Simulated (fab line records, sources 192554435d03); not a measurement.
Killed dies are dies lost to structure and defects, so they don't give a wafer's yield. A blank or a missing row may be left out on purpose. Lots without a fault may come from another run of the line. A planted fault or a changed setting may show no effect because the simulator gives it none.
fab line records | flow n5_finfet
record lots=7 wafers=21
route steps=1938 shown MOL_CONTACT_COAG@608 BEOL_M0_SAQP@680 BEOL_M0_CUTY@701 BEOL_M0@726 BEOL_M2@879 BEOL_M3@941
start_h: hours from the record's first day to the start of the lot's first wafer shown | wait_h: hours since the lot's step before | " the same as in the row above | L1.1+2: a row that stands for several wafers | - no value, or no start given | * or withheld: withheld | < > ~ a bound
route shown NAME@n: a module of which the file shows steps, and the number in the route of the first | usual: mean/standard deviation of fault-free wafers | same: alike in all rows | chamber/n: place in a boat | sites: the reading at each site | _std_site: their standard deviation | _edge_site: outer sites' mean less inner sites' | radius_mm: how far each site lies from the wafer's centre | mask NAME#n: copy n | behind: the tool/chamber that last shaped the wafer | hold: why the lot was held/for how many hours/how that ended | device: the transistor (n, p or np) that didn't switch | end of line: the same wafers' tests at the end of the route | a step without rows: its recipe alone | killed: dies lost to structure and defects at the first sort, not the wafer's yield | map: a wafer's dies, x killed, . not, _ none there
set.NAME: the setting as run; set.NAME@STEP: as run at that earlier step | model.NAME: the simulator's own value behind a step, which no gauge read
lots whose settings were changed on purpose; a table a step, a row a wafer
## steps
# step N5_MOL_CONTACT_COAG_ALD_133
# recipe material=SiO2 target_thk_a=50 temp_c=100 ald_precursor_family=BDEAS ald_co_reactant=O2-plasma pulse_time_s=1 co_reactant_pulse_time_s=1 purge_time_s=2 co_reactant_purge_time_s=2 ald_cycles=35 pressure_torr=2
# columns lot.wafer tool chamber start_h wait_h set.ald_cycles model.SiO2_of_MOL_CONTACT_COAG_ALD_133.thk_nm
L078.1+3 ald_sin-03 0,1 126.68 0.1 35 5
L078.6 " 1 " " 30 4.2
L083.1+2+6 ald_sin-04 1,0,2 151.23 0.1 35 5
L088.4+5+6 ald_sin-03 1,3,0 183.16 0.4 35 5
L089.1+3+5 ald_sin-04 3,0,3 192.71 0.1 35 5
L093.1 ald_sin-03 3 215.39 0.7 38 5.4
L093.3+6 " 1,3 " " 35 5
L094.1+2 ald_sin-04 1,2 218.76 0.1 35 5
L094.5 " 1 " " 33 4.6
L096.1+5 ald_sin-01 2,1 236.11 0.1 35 5
L096.2 " 1 " " 39 5.6
# step N5_MOL_CONTACT_COAG_VIA_ETCH_117
# recipe chemistry=C4F6/O2 target_depth_a=400 overetch_a=80 mask_material=SOC target=SiO2 bias_w=455 pressure_mtorr=10 time_s=26 source_w=325 Ar_flow_sccm=300 C4F6_flow_sccm=10 O2_flow_sccm=10 ion_energy_ev=575.3 ends=end_point
# usual rf_vpp_V=1594/15
# columns lot.wafer tool chamber start_h wait_h set.bias_w rf_vpp_V
L078.1 rie_diel-05 1 127.15 0.0 510 1718
L078.3 " 3 " " 455 1598
L078.6 " 1 " " 510 1718
L083.1 rie_diel-02 1 151.57 0.0 455 1575
L083.2 " 3 " " 455 1612
L083.6 " 3 " " 455 1613
L088.4 rie_diel-03 1 183.42 0.0 408.1 1474
L088.5 " 1 " " 455 1600
L088.6 " 2 " " 408.1 1466
L089.1 rie_diel-03 2 193.05 0.0 391.8 1421
L089.3 " 3 " " 391.8 1400
L089.5 " 2 " " 455 1590
L093.1 rie_diel-02 3 215.73 0.0 455 1611
L093.3 " 1 " " 455 1575
L093.6 " 0 " " 506.3 1755
L094.1 rie_diel-05 1 219.09 0.0 455 1576
L094.2 " 3 " " 455 1599
L094.5 " 1 " " 455 1577
L096.1 rie_diel-05 0 236.45 0.0 455 1600
L096.2 " 1 " " 529.7 1765
L096.5 " 0 " " 529.7 1791
# step N5_BEOL_M0_SAQP_COAT_69
# recipe resist=SOC temp_c=250 time_s=60 spin_rpm=1500 resist_thk_nm=90
# columns lot.wafer tool chamber start_h wait_h set.spin_rpm model.SOC_of_BEOL_M0_SAQP_COAT_69.thk_nm
L078.1 litho_track-02 0 137.90 0.0 1500 90.2
L078.3 " 0 " " 1500 89.8
L078.6 " 0 " " 1557 88.2
L083.1+2 litho_track-01 0 163.12 0.0 1500 90
L083.6 " 0 " " 1500 89.8
L088.4 litho_track-05 0 194.12 0.0 1602 87
L088.5 " 0 " " 1602 87.2
L088.6 " 0 " " 1500 89.8
L089.1 litho_track-01 0 202.39 0.0 1601 86.8
L089.3 " 0 " " 1500 89.6
L089.5 " 0 " " 1500 89.8
L093.1+6 litho_track-02 0 225.68 0.0 1500 90.2
L093.3 " 0 " " 1500 90
L094.1 litho_track-02 0 229.82 0.0 1500 90.4
L094.2 " 0 " " 1351 95.2
L094.5 " 0 " " 1351 95.4
L096.1 litho_track-05 0 248.20 0.0 1500 89.6
L096.2 " 0 " " 1421 92.4
L096.5 " 0 " " 1421 92.2
# step N5_BEOL_M0_SAQP_COAT_87
# recipe resist=underlayer temp_c=205 time_s=60 spin_rpm=1500 resist_thk_nm=5
# columns lot.wafer tool chamber start_h wait_h set.temp_c
L078.1+6 litho_track-02 0 - - 213.4
L078.3 " 0 " " 205
L083.1+2+6 litho_track-01 0 - - 205
L088.4+5+6 litho_track-05 0 - - 205
L089.1 litho_track-01 0 - - 196.2
L089.3+5 " 0 " " 205
L093.1+3 litho_track-02 0 - - 205
L093.6 " 0 " " 210.4
L094.1 litho_track-02 0 - - 205
L094.2+5 " 0 " " 212.3
L096.1+2+5 litho_track-05 0 - - 205
# step N5_BEOL_M0_SAQP_COAT_34
# recipe resist=CAR-EUV spin_rpm=1500 resist_thk_nm=30
# step N5_BEOL_M0_SAQP_EBR_36
# recipe solvent=PGMEA ebr_width_mm=1.5
# step N5_BEOL_M0_SAQP_STRIP_89
# recipe chemistry=N2/H2 temp_c=40 n2_flow_sccm=200 h2_flow_sccm=200 rf_frequency_hz=6e+07
# step N5_BEOL_M0_SAQP_ALD_48
# recipe material=SiO2 target_thk_a=200 temp_c=100 ald_precursor_family=BDEAS ald_co_reactant=O2-plasma pulse_time_s=1 co_reactant_pulse_time_s=1 purge_time_s=2 co_reactant_purge_time_s=2 ald_cycles=139 pressure_torr=2
# step N5_BEOL_M0_SAQP_ETCH_49
# recipe chemistry=CF4/O2 target_depth_a=370 target=SiO2 pressure_mtorr=40 source_w=535 bias_w=49 Ar_flow_sccm=100 cf4_flow_sccm=100 O2_flow_sccm=10 ion_energy_ev=100
# columns lot.wafer tool chamber start_h wait_h set.spin_rpm@BEOL_M0_SAQP_COAT_69 model.SOC_of_BEOL_M0_SAQP_COAT_69.thk_nm
L078.1+3 rie_diel-04 1,2 139.61 0.3 1500 70.4
L078.6 " 2 " " 1557 69
L083.1+2 rie_diel-04 3,1 164.53 0.3 1500 70.4
L083.6 " 3 " " 1500 70.2
L088.4 rie_diel-01 3 195.72 0.3 1602 67.2
L088.5 " 1 " " 1602 68
L088.6 " 0 " " 1500 70.4
L089.1 rie_diel-06 3 203.60 0.3 1601 67.4
L089.3+5 " 0 " " 1500 69.6
L093.1 rie_diel-06 3 227.29 0.3 1500 71
L093.3 " 0 " " 1500 70.2
L093.6 " 2 " " 1500 70.4
L094.1 rie_diel-06 0 231.41 0.4 1500 70.6
L094.2+5 " 2,0 " " 1351 75.6
L096.1 rie_diel-04 0 249.69 0.5 1500 70.2
L096.2 " 2 " " 1421 73.2
L096.5 " 3 " " 1421 73
# step N5_BEOL_M0_SAQP_STRIP_75
# recipe chemistry=CF4 resist=SiARC power_w=300 bias_power_w=75 pressure_mtorr=50 cf4_flow_sccm=150 rf_frequency_hz=6e+07
# step N5_BEOL_M0_CUTY_COAT_50
# recipe resist=SiARC temp_c=220 time_s=60 spin_rpm=1500 resist_thk_nm=15
# step N5_BEOL_M0_CUTY_DESCUM_61
# recipe chemistry=O2 time_s=7.9 source_power_w=50 bias_power_w=20 pressure_mtorr=20 rf_frequency_hz=2.712e+07 temp_c=40 resist=CAR-ArF-block o2_flow_sccm=225
# step N5_BEOL_M0_CUTY_ETCH_62
# recipe chemistry=CF4 target=SiARC mask_material=CAR-ArF-block time_s=58.5 ion_energy_ev=80 pressure_mtorr=40 source_w=545 bias_w=36 Ar_flow_sccm=100 cf4_flow_sccm=100 ends=cleared
# step N5_BEOL_M0_CUTY_ETCH_63
# recipe chemistry=N2/H2 target=SOC target_depth_a=827 overetch_a=165 mask_material=SiARC temp_c=40 ion_energy_ev=200 time_s=124 pressure_mtorr=30 source_w=840 bias_w=150 n2_flow_sccm=200 h2_flow_sccm=200
# columns lot.wafer tool chamber start_h wait_h set.spin_rpm@BEOL_M0_SAQP_COAT_69 model.etch.depth_nm
L078.1 rie_diel-05 3 140.28 0.0 1500 70.49
L078.3 " 2 " " 1500 70.36
L078.6 " 0 " " 1557 68.94
L083.1 rie_diel-05 3 165.18 0.0 1500 70.44
L083.2 " 2 " " 1500 70.36
L083.6 " 1 " " 1500 70.16
L088.4 rie_diel-05 3 196.38 0.0 1602 67.28
L088.5 " 0 " " 1602 67.92
L088.6 " 1 " " 1500 70.43
L089.1 rie_diel-05 2 204.14 0.0 1601 67.39
L089.3 " 1 " " 1500 69.63
L089.5 " 3 " " 1500 69.69
L093.1 rie_diel-05 1 227.95 0.0 1500 70.94
L093.3 " 3 " " 1500 70.23
L093.6 " 1 " " 1500 70.38
L094.1 rie_diel-02 3 232.99 0.0 1500 70.54
L094.2 " 2 " " 1351 75.55
L094.5 " 1 " " 1351 75.59
L096.1 rie_diel-05 0 250.35 0.0 1500 70.24
L096.2 " 3 " " 1421 73.19
L096.5 " 1 " " 1421 72.96
# step N5_BEOL_M0_ETCH_109
# recipe chemistry=CH3F/O2 target_depth_a=80 overetch_a=24 target=SiCN time_s=27.4 ion_energy_ev=120 pressure_mtorr=30 source_w=395 bias_w=75 Ar_flow_sccm=150 CH3F_flow_sccm=30 O2_flow_sccm=20
# usual rf_vpp_V=298.2/1.6
# columns lot.wafer tool chamber start_h wait_h set.bias_w rf_vpp_V
L078.1 rie_diel-03 2 142.53 0.1 75 298.6
L078.3 " 1 " " 75 299.3
L078.6 " 3 " " 80.52 311.2
L083.1 rie_diel-03 2 166.10 0.0 75 300.9
L083.2 " 3 " " 75 297.5
L083.6 " 2 " " 75 299.3
L088.4 rie_diel-03 2 197.68 0.0 75 301.8
L088.5 " 2 " " 78.59 307.6
L088.6 " 3 " " 78.59 304.7
L089.1 rie_diel-03 0 210.05 0.2 63.37 268.4
L089.3 " 2 " " 75 299.4
L089.5 " 0 " " 63.37 269.4
L093.1 rie_diel-03 3 230.25 0.1 71.36 287.2
L093.3 " 1 " " 75 298.4
L093.6 " 3 " " 75 296.5
L094.1 rie_diel-02 2 236.58 0.0 75 300.4
L094.2 " 3 " " 75 300.4
L094.5 " 3 " " 85.03 323.9
L096.1 rie_diel-02 3 254.90 0.4 64.25 271.6
L096.2 " 1 " " 64.25 267.8
L096.5 " 3 " " 64.25 271.0
# step N5_BEOL_M2_DESCUM_33
# recipe chemistry=O2 time_s=7 source_power_w=50 bias_power_w=20 pressure_mtorr=20 rf_frequency_hz=2.712e+07 temp_c=40 resist=CAR-EUV o2_flow_sccm=225
# columns lot.wafer tool chamber start_h wait_h set.time_s model.CAR-EUV_of_BEOL_M2_COAT_22.thk_nm
L078.1+6 rie_diel-05 2,3 161.91 0.0 7 26
L078.3 " 0 " " 8.236 25.4
L083.1+2+6 rie_diel-03 1,0,0 193.36 0.3 7 26
L088.4+5 rie_diel-05 3,2 219.92 0.0 5.905 26.6
L088.6 " 1 " " 7 26
L089.1+5 rie_diel-02 2,3 232.14 0.0 7 26.2
L089.3 " 3 " " 7 26
L093.1+6 rie_diel-02 2 257.89 0.1 7 26
L093.3 " 0 " " 8.402 25.4
L094.1 rie_diel-05 3 270.39 0.0 8.311 25.4
L094.2+5 " 0,2 " " 7 26.2
L096.1 rie_diel-03 0 276.40 0.3 8.429 25.4
L096.2+5 " 3 " " 7 26
# step N5_BEOL_M2_ETCH_77
# recipe chemistry=N2/H2 target=underlayer target_depth_a=65 mask_material=CAR-EUV time_s=5.2 ion_energy_ev=200 pressure_mtorr=30 source_w=840 bias_w=150 n2_flow_sccm=200 h2_flow_sccm=200 ends=cleared
# step N5_BEOL_M2_ETCH_69
# recipe chemistry=CF4 target=SiARC target_depth_a=156 mask_material=CAR-EUV time_s=26 ion_energy_ev=80 pressure_mtorr=40 source_w=545 bias_w=36 Ar_flow_sccm=100 cf4_flow_sccm=100 ends=cleared
# columns lot.wafer tool chamber start_h wait_h set.time_s@BEOL_M2_DESCUM_33 model.CAR-EUV_of_BEOL_M2_COAT_22.thk_nm
L078.1+6 rie_diel-05 2,3 161.96 0.0 7 11.2
L078.3 " 0 " " 8.236 10.6
L083.1+2+6 rie_diel-03 1,0,0 193.41 0.0 7 11
L088.4+5 rie_diel-05 3,2 219.98 0.0 5.905 11.8
L088.6 " 1 " " 7 11.2
L089.1+3+5 rie_diel-02 2,3,3 232.19 0.0 7 11.2
L093.1+6 rie_diel-02 2 257.94 0.0 7 11.2
L093.3 " 0 " " 8.402 10.4
L094.1 rie_diel-05 3 270.44 0.0 8.311 10.6
L094.2 " 0 " " 7 11.2
L094.5 " 2 " " 7 11.4
L096.1 rie_diel-03 0 276.46 0.0 8.429 10.4
L096.2+5 " 3 " " 7 11
# step N5_BEOL_M2_TRENCH_ETCH_37
# recipe chemistry=C4F6/O2 target_depth_a=555.55 target=SiOC time_s=29.2 ion_energy_ev=250 pressure_mtorr=30 source_w=355 bias_w=185 Ar_flow_sccm=300 C4F6_flow_sccm=10 O2_flow_sccm=10
# usual rf_vpp_V=669/7.8
# columns lot.wafer tool chamber start_h wait_h set.bias_w rf_vpp_V
L078.1 rie_diel-02 3 - - 185 677
L078.3 " 2 " " 202 710
L078.6 " 1 " " 202 709
L083.1 rie_diel-02 0 - - 185 682
L083.2 " 1 " " 185 661
L083.6 " 3 " " 185 677
L088.4 rie_diel-02 3 - - 185 675
L088.5 " 0 " " 185 680
L088.6 " 1 " " 185 661
L089.1 rie_diel-02 1 - - 185 661
L089.3 " 2 " " 185 675
L089.5 " 1 " " 185 660
L093.1 rie_diel-05 0 - - 185 670
L093.3 " 2 " " 185 669
L093.6 " 0 " " 200.8 717
L094.1 rie_diel-02 1 - - 194.8 689
L094.2 " 3 " " 185 676
L094.5 " 2 " " 185 675
L096.1 rie_diel-05 2 - - 185 670
L096.2 " 0 " " 160.8 600
L096.5 " 2 " " 160.8 599
# step N5_BEOL_M3_EXPOSE_08
# recipe mask_id=M3 na=0.33 source_shape=dipole sigma_inner=0.369 sigma_outer=0.767 polarization=unpolarized dose_mj=33
# columns lot.wafer tool chamber start_h wait_h mask set.dose_mj
L078.1+3 euv_scanner-01 0 193.26 - M3#0 34.35
L078.6 " 0 " " M3#0 33
L083.1+2+6 euv_scanner-01 0 210.62 - M3#0 33
L088.4+6 euv_scanner-01 0 231.24 - M3#0 33.77
L088.5 " 0 " " M3#0 33
L089.1 euv_scanner-01 0 241.89 - M3#0 33
L089.3+5 " 0 " " M3#0 34.97
L093.1+3+6 euv_scanner-02 0 280.85 - M3#0 33
L094.1 euv_scanner-01 0 286.51 - M3#0 32.02
L094.2+5 " 0 " " M3#0 33
L096.1+2+5 euv_scanner-02 0 293.85 - M3#0 33
# step N5_BEOL_M3_PEB_09
# recipe peb_temp_c=100 peb_time_s=60 resist=CAR-EUV
# step N5_BEOL_M3_DEVELOP_10
# recipe develop_time_s=30 developer=TMAH resist=CAR-EUV rinse_liquid=surfactant_rinse dry=air_spin dev_temp_c=23
# step N5_BEOL_M3_DESCUM_16
# recipe chemistry=O2 time_s=7 source_power_w=50 bias_power_w=20 pressure_mtorr=20 rf_frequency_hz=2.712e+07 temp_c=40 resist=CAR-EUV o2_flow_sccm=225
# step N5_BEOL_M3_ETCH_74
# recipe chemistry=N2/H2 target=underlayer target_depth_a=65 mask_material=CAR-EUV time_s=5.2 ion_energy_ev=200 pressure_mtorr=30 source_w=840 bias_w=150 n2_flow_sccm=200 h2_flow_sccm=200 ends=cleared
# columns lot.wafer tool chamber start_h wait_h set.dose_mj@BEOL_M3_EXPOSE_08 model.BEOL_M3.cd_offset_nm
L078.1 rie_diel-01 3 193.54 0.0 34.35 0.8
L078.3 " 1 " " 34.35 1
L078.6 " 3 " " 33 0
L083.1+6 rie_diel-04 3 210.90 0.0 33 0.2
L083.2 " 1 " " 33 0
L088.4+6 rie_diel-06 0,1 232.13 0.0 33.77 0.6
L088.5 " 0 " " 33 0.2
L089.1 rie_diel-06 1 242.17 0.0 33 0
L089.3 " 0 " " 34.97 1.4
L089.5 " 0 " " 34.97 1.2
L093.1+3+6 rie_diel-06 0,1,2 281.14 0.0 33 0
L094.1 rie_diel-06 0 286.80 0.0 32.02 -0.6
L094.2+5 " 2 " " 33 0
L096.1+5 rie_diel-01 2,1 294.13 0.0 33 0
L096.2 " 0 " " 33 0.2
# step N5_BEOL_M3_ETCH_63
# recipe chemistry=CF4 target=SiARC target_depth_a=156 mask_material=CAR-EUV time_s=26 ion_energy_ev=80 pressure_mtorr=40 source_w=545 bias_w=36 Ar_flow_sccm=100 cf4_flow_sccm=100 ends=cleared
# columns lot.wafer tool chamber start_h wait_h set.dose_mj@BEOL_M3_EXPOSE_08 model.BEOL_M3.cd_offset_nm
L078.1 rie_diel-01 3 193.56 0.0 34.35 0.8
L078.3 " 1 " " 34.35 1
L078.6 " 3 " " 33 0.2
L083.1+6 rie_diel-04 3 210.92 0.0 33 0.2
L083.2 " 1 " " 33 0
L088.4+6 rie_diel-06 0,1 232.15 0.0 33.77 0.6
L088.5 " 0 " " 33 0.2
L089.1 rie_diel-06 1 242.19 0.0 33 0
L089.3 " 0 " " 34.97 1.4
L089.5 " 0 " " 34.97 1.2
L093.1+6 rie_diel-06 0,2 281.16 0.0 33 0
L093.3 " 1 " " 33 -0.2
L094.1 rie_diel-06 0 286.82 0.0 32.02 -0.6
L094.2 " 2 " " 33 0
L094.5 " 2 " " 33 0.2
L096.1+2 rie_diel-01 2,0 294.15 0.0 33 0.2
L096.5 " 1 " " 33 0
## key
split step=N5_MOL_CONTACT_COAG_ALD_133 setting=ald_cycles stated=35 by=wafer
response step=N5_MOL_CONTACT_COAG_ALD_133 reading=model.SiO2_of_MOL_CONTACT_COAG_ALD_133.thk_nm change=+0.0544 per=1% r=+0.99
split step=N5_MOL_CONTACT_COAG_VIA_ETCH_117 setting=bias_w stated=455 by=wafer
response step=N5_MOL_CONTACT_COAG_VIA_ETCH_117 reading=rf_vpp_V change=+11.9 per=1% r=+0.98
split step=N5_BEOL_M0_SAQP_COAT_69 setting=spin_rpm stated=1500 by=wafer
response step=N5_BEOL_M0_SAQP_COAT_69 reading=model.SOC_of_BEOL_M0_SAQP_COAT_69.thk_nm change=-0.463 per=1% r=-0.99
response step=N5_BEOL_M0_SAQP_ETCH_49 reading=model.SOC_of_BEOL_M0_SAQP_COAT_69.thk_nm change=-0.448 per=1% r=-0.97
response step=N5_BEOL_M0_CUTY_ETCH_63 reading=model.etch.depth_nm change=-0.452 per=1% r=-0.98
split step=N5_BEOL_M0_SAQP_COAT_87 setting=temp_c stated=205 by=wafer
response none clear
split step=N5_BEOL_M0_ETCH_109 setting=bias_w stated=75 by=wafer
response step=N5_BEOL_M0_ETCH_109 reading=rf_vpp_V change=+1.82 per=1% r=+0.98
split step=N5_BEOL_M2_DESCUM_33 setting=time_s stated=7 by=wafer
response step=N5_BEOL_M2_DESCUM_33 reading=model.CAR-EUV_of_BEOL_M2_COAT_22.thk_nm change=-0.0343 per=1% r=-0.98
response step=N5_BEOL_M2_ETCH_69 reading=model.CAR-EUV_of_BEOL_M2_COAT_22.thk_nm change=-0.0356 per=1% r=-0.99
split step=N5_BEOL_M2_TRENCH_ETCH_37 setting=bias_w stated=185 by=wafer
response step=N5_BEOL_M2_TRENCH_ETCH_37 reading=rf_vpp_V change=+4.76 per=1% r=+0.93
split step=N5_BEOL_M3_EXPOSE_08 setting=dose_mj stated=33 by=wafer
response step=N5_BEOL_M3_ETCH_74 reading=model.BEOL_M3.cd_offset_nm change=+0.212 per=1% r=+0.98
response step=N5_BEOL_M3_ETCH_63 reading=model.BEOL_M3.cd_offset_nm change=+0.205 per=1% r=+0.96
